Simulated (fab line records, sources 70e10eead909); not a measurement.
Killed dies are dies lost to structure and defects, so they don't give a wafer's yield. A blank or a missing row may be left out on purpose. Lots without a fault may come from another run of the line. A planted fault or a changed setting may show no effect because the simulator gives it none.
Chamber matching | flow nand_harc | NHARC_P_M2_STRIP_18 on rie_diel-02: 4 sister chambers
The step strips in N2/H2. 7 wafers are shown with their chamber, then 7 later ones without.

WAFERS WITH THEIR CHAMBER
wafer  | chamber | drypump_motor_current_A (A) | oes_product_au (a.u.)
L075.3 | 1       | 5.7                         | 0.988
L077.4 | 3       | 5.7                         | 0.996
L077.6 | 0       | 5.4                         | 1.012
L085.5 | 2       | 5.5                         | 1.002
L085.6 | 3       | 5.7                         | 1.012
L090.2 | 2       | 5.4                         | 1.003
L090.3 | 0       | 5.5                         | 1.004

WAFERS WITHOUT THEIR CHAMBER
wafer  | drypump_motor_current_A (A) | oes_product_au (a.u.)
L090.6 | 5.7                         | 0.995
L094.1 | 5.7                         | 0.990
L094.3 | 5.5                         | 1.003
L094.6 | 5.7                         | 1.001
L097.2 | 5.5                         | 0.993
L097.4 | 5.7                         | 0.994
L097.5 | 5.5                         | 1.012

WHICH CHAMBER EACH WENT THROUGH
wafer  | from the rows above          | in truth
L090.6 | can't be placed: 1 or 3      | 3
L094.1 | can't be placed: 1 or 3      | 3
L094.3 | can't be placed: 2 or 0      | 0
L094.6 | can't be placed: 3 or 1      | 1
L097.2 | can't be placed: 2 or 0 or 1 | 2
L097.4 | can't be placed: 1 or 3      | 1
L097.5 | can't be placed: 0 or 2      | 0
Placed correctly: 0 of 7. Can't be placed from these rows: 7 (the true chamber is among the candidates in 7). Placed wrongly: 0.
How it was worked out, from the rows above alone: a wafer's distance from a chamber is the root of the sum, over the readings, of the square of ((its reading less the chamber's mean) divided by the reading's scatter). The wafer belongs to the nearest chamber; if the next one is less than 2 further off, it can't be placed. A chamber's mean is the mean of its shown wafers. The scatter: the root of (the sum of the squares of (reading less its chamber's mean) over the shown wafers, divided by (wafers less chambers)).
